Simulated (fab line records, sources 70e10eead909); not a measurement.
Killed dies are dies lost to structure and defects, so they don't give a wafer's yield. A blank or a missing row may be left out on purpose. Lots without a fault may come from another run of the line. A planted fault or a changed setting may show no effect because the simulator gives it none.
Which tool did it? | flow nand_harc | 14 lots, 42 wafers sampled, at 1 step of a route of 1302

WHAT THE GAUGES READ, wafer by wafer
NHARC_P_GATE_CD_MEAS_91: target cd 2000 nm. Usual: cd_nm 2000.6 nm, standard deviation 1.6.
lot  | measured     | on        | cd_nm (nm)           | flag
L194 | day 5 15:13  | cd_sem-03 | 2002.3 2003.6 2001.0 |
L195 | day 6 04:20  | cd_sem-02 | 2002.8 1999.0 1999.4 |
L196 | day 6 07:25  | cd_sem-03 | 2000.2 1998.9 1999.5 |
L197 | day 7 01:45  | cd_sem-02 | 2002.9 2002.1 2003.2 |
L200 | day 8 04:35  | cd_sem-01 | 2000.2 2002.5 2002.9 |
L201 | day 8 11:12  | cd_sem-02 | 2000.6 2001.0 2002.9 |
L202 | day 9 05:08  | cd_sem-01 | 2000.7 1998.1 1998.4 |
L203 | day 9 10:37  | cd_sem-01 | 1999.1 2001.1 2001.0 |
L204 | day 9 18:12  | cd_sem-01 | 1999.4 2002.7 1999.3 |
L205 | day 10 07:28 | cd_sem-03 | 2001.4 2000.1 2000.0 |
L207 | day 11 02:58 | cd_sem-01 | 1999.3 1999.8 2001.2 |
L215 | day 15 05:35 | cd_sem-02 | 1998.1 1998.5 2000.7 |
L216 | day 15 07:21 | cd_sem-03 | 2002.3 2001.1 2000.5 |
L217 | day 15 15:58 | cd_sem-01 | 2001.5 2002.9 2000.7 |

WHICH TOOL RAN EACH LOT (tool, then ch and the chambers of the sampled wafers, then the start)
The record holds no process step before these readings.

WHAT THE TOOLS THEMSELVES READ (means of the sampled wafers that have a number; where no wafer has one, the mark that the record gives instead)
The record holds no such reading with a usual standard deviation.

THE ANSWER, worked out from the rows above alone
Rule: a lot is off if the mean of its wafers that have a number lies more than 3 standard deviations from the usual mean. A lot without any number at a reading at which 4 lots or more have one is off too. The other lots that the step has rows for count as sound. The gauges are gone through in route order, then the tools' own readings, and for those a lot's mean is taken as printed above. The first step at which some lot is off is used, and at that step the reading that is off furthest; a lot without a number counts as furthest.
No lot is off at any reading shown: from this, nothing can be told.

WHAT THE SIMULATOR HAD PUT IN
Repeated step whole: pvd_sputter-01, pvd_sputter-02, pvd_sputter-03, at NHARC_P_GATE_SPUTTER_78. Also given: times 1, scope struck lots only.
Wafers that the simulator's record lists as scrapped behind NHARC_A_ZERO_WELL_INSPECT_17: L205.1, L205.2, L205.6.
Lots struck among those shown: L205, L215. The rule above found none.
